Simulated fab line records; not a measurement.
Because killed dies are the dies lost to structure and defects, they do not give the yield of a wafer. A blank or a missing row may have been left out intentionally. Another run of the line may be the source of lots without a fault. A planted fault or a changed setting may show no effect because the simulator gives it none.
Which tool is to blame? ; flow n5 finfet ; 9 lots, 27 wafers sampled, at 5 steps of a route of 1938

== WHAT THE GAUGES SHOWED, per wafer ==
N5_MOL_CONTACT_COAG_INSPECT_57: inspects for defects (brightfield).
lot;measured;on;raw defect count
L243;day 5 11:53;defect inspect-02;146 184 180
L246;day 6 02:10;defect inspect-02;153 170 125
L248;day 6 17:55;defect inspect-02;234 198 205
L253;day 8 01:41;defect inspect-01;136 138 125
L256;day 8 16:06;defect inspect-02;155 157 243
L262;day 10 04:09;defect inspect-01;216 151 137
L263;day 10 10:17;defect inspect-01;306 201 282
L264;day 10 16:29;defect inspect-02;146 268 145
L265;day 10 18:58;defect inspect-01;180 122 199

N5_BEOL_M4_RC_MEAS_101.
lot;measured;on;DIBL_N (mV/V);DIBL_P (mV/V);IOFF_N (nA/um);IOFF_P (nA/um);ION_N (uA/um);ION_P (uA/um);SS_N (mV/dec);SS_P (mV/dec);VT_N (mV);VT_P (mV)
L243;day 8 08:36;prober-01;36.6 34.4 35.2;36.7 35.1 36.2;0.16 0.12 0.14;0.23 0.21 0.23;671 640 667;469 456 472;71.6 70.6 70.9;73.5 73.6 73.5;250 257 253;-248 -249 -249
L246;day 9 12:59;prober-01;37.3 36.3 36.6;37.0 33.6 35.0;0.16 0.15 0.14;0.24 0.19 0.21;672 658 661;469 450 461;71.5 72.1 72.0;73.0 73.0 73.7;253 252 251;-246 -252 -251
L248;day 9 12:15;prober-02;35.1 37.4 38.2;36.0 37.4 37.8;0.15 0.18 0.18;0.20 0.23 0.24;675 683 668;460 466 467;71.0 71.9 73.1;73.3 74.1 73.8;249 248 248;-250 -251 -249
L253;day 11 04:35;prober-02;37.5 36.8 39.8;36.0 35.3 39.6;0.17 0.16 0.23;0.22 0.21 0.31;689 670 699;475 464 482;71.7 71.8 72.4;72.8 72.9 73.8;248 248 243;-247 -246 -241
L256;day 11 21:35;prober-01;34.7 36.6 36.2;34.6 36.6 35.9;0.13 0.15 0.14;0.18 0.20 0.19;674 669 683;464 457 465;70.5 71.8 71.5;73.1 72.7 72.9;248 251 253;-256 -250 -252
L262;day 13 07:49;prober-01;37.3 35.4 35.8;37.4 36.2 35.8;0.19 0.16 0.17;0.26 0.23 0.23;682 676 688;470 472 471;71.5 70.8 70.9;73.0 73.6 72.9;244 247 247;-246 -248 -248
L263;day 13 22:16;prober-02;36.2 37.0 35.5;39.0 39.4 37.0;0.16 0.16 0.14;0.23 0.22 0.19;667 662 672;459 451 461;71.7 71.6 71.8;73.3 73.5 73.1;252 249 252;-248 -250 -250
L264;day 13 22:01;prober-01;38.1 37.9 35.8;39.6 38.2 37.0;0.19 0.18 0.15;0.26 0.23 0.20;677 696 674;462 474 464;72.5 72.1 71.2;74.5 74.2 74.0;246 249 251;-246 -248 -251
L265;day 14 01:53;prober-02;34.6 36.8 36.9;33.6 35.7 35.7;0.13 0.17 0.16;0.20 0.23 0.23;674 690 682;473 475 473;70.6 71.4 71.3;72.7 73.0 72.5;250 249 253;-251 -247 -247

== TOOL THAT RAN EACH LOT (tool first, then ch and the chambers of the sampled wafers, then the start) ==
lot;N5_MOL_CONTACT_COAG_ETCH_15;N5_MOL_CONTACT_COAG_ALD_27;N5_MOL_CONTACT_COAG_ALD_123
L243;rie diel-05 ch 1,2,3, day 5 01:50;ald sin-02 ch 0,1,2, day 5 07:30;ald sin-03 ch 1,2,3, day 5 10:50
L246;rie diel-05 ch 2,3, day 5 16:58;ald sin-03 ch 0,1,3, day 5 23:18;ald sin-02 ch 0,2,3, day 6 01:12
L248;rie diel-06 ch 0,1, day 6 07:58;ald sin-02 ch 0,1,2, day 6 15:05;ald sin-03 ch 0,1,3, day 6 16:59
L253;rie diel-06 ch 0,1,2, day 7 12:02;ald sin-02 ch 1,2,3, day 7 21:47;ald sin-03 ch 0,2,3, day 8 00:45
L256;rie diel-06 ch 0,3, day 8 06:50;ald sin-03 ch 0,1, day 8 12:53;ald sin-01 ch 0,2,3, day 8 15:03
L262;rie diel-06 ch 1,3, day 9 17:05;ald sin-01 ch 1,2, day 10 01:13;ald sin-01 ch 2,3, day 10 03:13
L263;rie diel-06 ch 1,2,3, day 9 21:19;ald sin-02 ch 0,1,3, day 10 07:06;ald sin-03 ch 0,2,3, day 10 09:14
L264;rie diel-05 ch 0,1,2, day 10 07:27;ald sin-03 ch 0,1, day 10 13:21;ald sin-03 ch 0,1,3, day 10 15:26
L265;rie diel-04 ch 0,2, day 10 08:44;ald sin-01 ch 0,1,2, day 10 15:43;ald sin-01 ch 0,2,3, day 10 17:55
- N5_MOL_CONTACT_COAG_ETCH_15: etches SiNx in CH3F/O2, stops on Si:P, target depth 7 nm.
- N5_MOL_CONTACT_COAG_ALD_27: deposits SiOC, target thk 17 nm, pulse time 1.5 s, time 2720 s.
- N5_MOL_CONTACT_COAG_ALD_123: deposits SiNx, target thk 5 nm, pulse time 1 s, purge time 2 s.

== AS READ BY THE TOOLS THEMSELVES (means over the sampled wafers that have a number; for cases with no such wafer, the mark the record gives instead) ==
N5_MOL_CONTACT_COAG_ETCH_15.
lot;tool;drypump motor current A (A);oes product au (a.u.);rf vpp V (V);showerhead plenum p Torr (Torr);throttle valve pct (%)
L243;rie diel-05;6.0;0.57;300;1.97;16.34
L246;rie diel-05;5.8;0.58;305;2.01;16.30
L248;rie diel-06;5.9;0.53;293;1.89;16.54
L253;rie diel-06;5.9;0.57;296;1.95;16.36
L256;rie diel-06;5.6;0.61;298;1.97;16.25
L262;rie diel-06;5.4;0.57;295;1.87;16.44
L263;rie diel-06;5.4;0.61;297;1.94;16.26
L264;rie diel-05;6.1;0.54;298;1.95;16.49
L265;rie diel-04;5.3;0.53;301;2.08;16.52

N5_MOL_CONTACT_COAG_ALD_27.
lot;tool;heater power w (W);precursor pulse height rel;susceptor temp C (C)
L243;ald sin-02;844;0.985;400.13
L246;ald sin-03;846;1.024;400.07
L248;ald sin-02;833;0.993;399.98
L253;ald sin-02;852;1.011;399.87
L256;ald sin-03;873;1.000;400.05
L262;ald sin-01;754;1.006;399.72
L263;ald sin-02;850;1.014;400.02
L264;ald sin-03;911;1.010;400.28
L265;ald sin-01;776;0.982;400.12

N5_MOL_CONTACT_COAG_ALD_123.
lot;tool;heater power w (W);precursor pulse height rel;susceptor temp C (C)
L243;ald sin-03;880;1.007;400.17
L246;ald sin-02;821;0.998;400.27
L248;ald sin-03;853;0.982;404.06
L253;ald sin-03;874;0.997;404.15
L256;ald sin-01;752;0.994;400.13
L262;ald sin-01;717;0.995;400.09
L263;ald sin-03;858;1.008;399.86
L264;ald sin-03;848;0.998;400.17
L265;ald sin-01;749;0.996;399.99

== THE ANSWER, worked out from the rows above alone ==
Rule: what is usual is taken from the lots themselves. The widest of any qualifying gaps counts: lots, ordered by their means at a reading, are off when they make up no more than a third of the lots, leave a main group of 4 or more, and stand apart from it by 3 or more times the standard deviation of that group's means. The tables above print the reading to a certain number of digits; a main group whose means all agree to those digits is not used. A lot without any number at a reading at which 4 lots or more have one is off too. All remaining lots with rows at the step are treated as sound. First the gauges in route order, then the tools' own readings, where a lot's mean is used as printed above. The first step at which some lot is off is used, and at that step the reading that is off furthest; a lot without a number counts as furthest.
Off: L248, L253 (N5_MOL_CONTACT_COAG_ALD_123, susceptor temp C). Main group: mean 400.10 C, sd 0.12.
A tool fits if, at that step or a process step before it, it ran every lot that is off, and no sound lot after the first of them. None of those tried fits.

== WHAT WAS PUT IN BY THE SIMULATOR ==
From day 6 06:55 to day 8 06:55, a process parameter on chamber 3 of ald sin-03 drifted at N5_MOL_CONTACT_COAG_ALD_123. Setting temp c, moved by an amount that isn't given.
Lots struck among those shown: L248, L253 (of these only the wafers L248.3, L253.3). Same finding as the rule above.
